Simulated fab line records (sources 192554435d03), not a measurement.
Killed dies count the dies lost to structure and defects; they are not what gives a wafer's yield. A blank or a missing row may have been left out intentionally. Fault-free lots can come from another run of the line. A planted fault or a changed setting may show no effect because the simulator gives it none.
A struck lot beside a sound one :: flow n5Finfet :: 39 out of 1938 route steps
Sound: wafers L675.1, L675.3, L675.5. Struck: wafers L682.2, L682.3, L682.6. The cause is named last.
For every step that has rows: the tool of each side, followed by ch and its chambers, followed by its first start. Under that, the readings that differ: sound wafers :: struck wafers :: difference of the means :: sigmas: that difference in standard deviations of wafers without a fault.
alike: words and numbers the same on both sides, and readings whose means are apart by under 2 such deviations; not compared: readings that were withheld, readings missing a value for some wafer, numbers with overlapping values and no deviation given by the record, and bounds like >300 which may hide the same value.
A row with sigmas, a row that says differs or no value, or rows on one side alone: a step with any of these is where the two part. Numbers that have no deviation but don't overlap get no sigmas and don't part them. Lack of a reading on every wafer of one side parts them only where that side has two or more wafers.

N5_HKMG_FIN_ALD_71: deposits TiN, target thk 1 nm, pulse time 1 s, purge time 3 s.
  sound on aldMetal-01 ch 0,1,2, day 5 02:32; struck on aldMetal-04 ch 0,2, day 7 08:06
  alike: heaterPowerW, precursorPulseHeightRel
then, 5 steps without rows for these wafers: N5_HKMG_FIN_COAT_66 (time 60 s, resist thk 300 nm); N5_HKMG_FIN_ETCH_67 (etches SOC in N2/H2, stops on TiN, target depth 388.9 nm); N5_HKMG_FIN_STRIP_90 (strips SOC in N2/H2, time 20 s); N5_HKMG_FIN_WET_ETCH_73 (etches the open film in SC1, time 42.3 s, target depth 1.3 nm, rinse time 30 s); N5_HKMG_FIN_ETCHBACK_68 (etches the open film in Cl2/Ar, stops on HfO2, target depth 0.5 nm).
N5_HKMG_FIN_STRIP_69: strips in N2/H2, time 360 s.
  sound on plasmaAsher-02 ch 1, day 5 03:14; struck on plasmaAsher-02 ch 0,1, day 7 08:48
  alike: drypumpMotorCurrentA, heaterPowerW
  not compared: rfHoursCounterH
then, 5 steps without rows for these wafers: N5_HKMG_FIN_ALD_21 (deposits TiN, target thk 1.5 nm, pulse time 1 s, purge time 3 s); N5_HKMG_FIN_ALD_72 (deposits W, target thk 2 nm, pulse time 1 s, purge time 2 s); N5_HKMG_FIN_W_FILL_22 (material W, target thk 60 nm, time 18.2 s); N5_HKMG_FIN_PRECLEAN_83 (cleans in DIW, time 57.5 s); N5_HKMG_FIN_SRD_84 (dry time 32 s).
N5_HKMG_FIN_CMP_23: polishes, stops on SiNx, t overpolish 10 s, target thk 46.326 nm.
  sound on cmp-04 ch 0,1,3, day 5 04:09; struck on cmp-02 ch 0,1,3, day 7 09:53
  alike: motorCurrentA, overpolishRunS, timeToEndpointS
then, 4 steps without rows for these wafers: N5_HKMG_FIN_CMP_94 (polishes, stops on SiNx, t overpolish 4.7 s, target thk 43.299 nm); N5_GATE_CUT_ETCHBACK_00 (etches W in SF6/Cl2); N5_GATE_CUT_ETCH_56 (etches TiN in Cl2/Ar, target depth 21.6 nm); N5_GATE_CUT_ETCHBACK_30 (etches TiN in Cl2/Ar, target depth 3 nm).
N5_GATE_CUT_VAPOR_ETCH_60: etches HfO2 in BCl3/Cl2.
  sound on rieMetal-02 ch 0, day 5 05:23; struck on rieMetal-01 ch 0,1, day 7 10:42
  alike: drypumpMotorCurrentA, oesProductAu
then, 1 step without rows for these wafers: N5_GATE_CUT_ETCH_58 (etches SiNx in CH3F/O2, target depth 17 nm, time 128.6 s).
N5_GATE_CUT_STRIP_59: strips in N2/H2, time 20 s.
  sound on rieDiel-05 ch 1,3, day 5 05:34; struck on rieDiel-03 ch 1,3, day 7 10:52
reading: rfVppV (V)
sound: 44.9 44.4 43.6
struck: 45.7 46.1 45.8
difference: +1.6
sigmas: +2
  alike: drypumpMotorCurrentA, oesProductAu, showerheadPlenumPTorr, throttleValvePct
  not compared: rfHoursCounterH
then, 2 steps without rows for these wafers: N5_GATE_CUT_PRECLEAN_31 (cleans in DIW, time 300 s); N5_GATE_CUT_SRD_32 (time 30 s).
N5_GATE_CUT_SAC_CAP_01: material SiNx, target thk 24 nm, pulse time 1 s, ald cycles 480.
  sound on aldSin-02 ch 0,1,3, day 5 05:46; struck on aldSin-03 ch 1,3, day 7 11:04
  alike: heaterPowerW, precursorPulseHeightRel
then, 12 steps without rows for these wafers: N5_GATE_CUT_PECVD_57 (deposits SiNx from SiH4/NH3/N2, target thk 21 nm); N5_GATE_CUT_CMP_02 (polishes, stops on SiO2, t overpolish 12.7 s, target thk 0 nm); N5_GATE_CUT_HM_DEP_46 (deposits SiO2 from TEOS/O2, target thk 130 nm, time 26.6 s); N5_GATE_CUT_COAT_34 (time 60 s, resist thk 60 nm); N5_GATE_CUT_COAT_35 (time 60 s, resist thk 10 nm); N5_GATE_CUT_COAT_27 (time 60 s, resist thk 10 nm); N5_GATE_CUT_COAT_07 (resist thk 30 nm); N5_GATE_CUT_EBR_09; N5_GATE_CUT_SOFTBAKE_08 (time 60 s); N5_GATE_CUT_EXPOSE_10 (exposes mask GATE CUT, target cd 20 nm); N5_GATE_CUT_PEB_11 (peb time 60 s); N5_GATE_CUT_DEVELOP_12 (develop time 30 s).
N5_GATE_CUT_CD_MEAS_13: the cd target is 20 nm.
  sound on cdSem-03 ch 0, day 5 08:46; struck on cdSem-01 ch 0, day 7 14:01
  alike: cdNm
N5_GATE_CUT_OVL_MEAS_14:
  sound on overlay-02 ch 0, day 5 08:47; struck on overlay-01 ch 0, day 7 14:03
  alike: GATE_CUT_OVL
then, 1 step without rows for these wafers: N5_GATE_CUT_DESCUM_18 (chemistry O2, time 7 s).
-- a jump in the record: the struck wafers' starts before and after are 8 days apart (it breaks off in module GATE_CUT and resumes in module PASSIVATION, where the first step shown is number 1936 of the route) --
N5_PASSIVATION_PROBE_49:
  sound on prober-01 at day 12 19:46; struck on prober-01 at day 15 04:47
reading: killedAtFrontEnd
sound: 43 44 42
struck: 295 280 259
difference: +235
sigmas: +20

reading: killedDies
sound: 104 107 110
struck: 354 347 300
difference: +227
sigmas: +14

reading: killedOnRim
sound: 10 14 17
struck: 50 46 42
difference: +32
sigmas: +8
  alike: killed_at_M0_to_M3, killed_at_M4_up, killedAtContacts, killedAtOther, killedOpen, killedShort

WHERE THEY PART
At N5_GATE_CUT_STRIP_59 first; at N5_PASSIVATION_PROBE_49 last (within this record only).

WHY: what the simulator had put in
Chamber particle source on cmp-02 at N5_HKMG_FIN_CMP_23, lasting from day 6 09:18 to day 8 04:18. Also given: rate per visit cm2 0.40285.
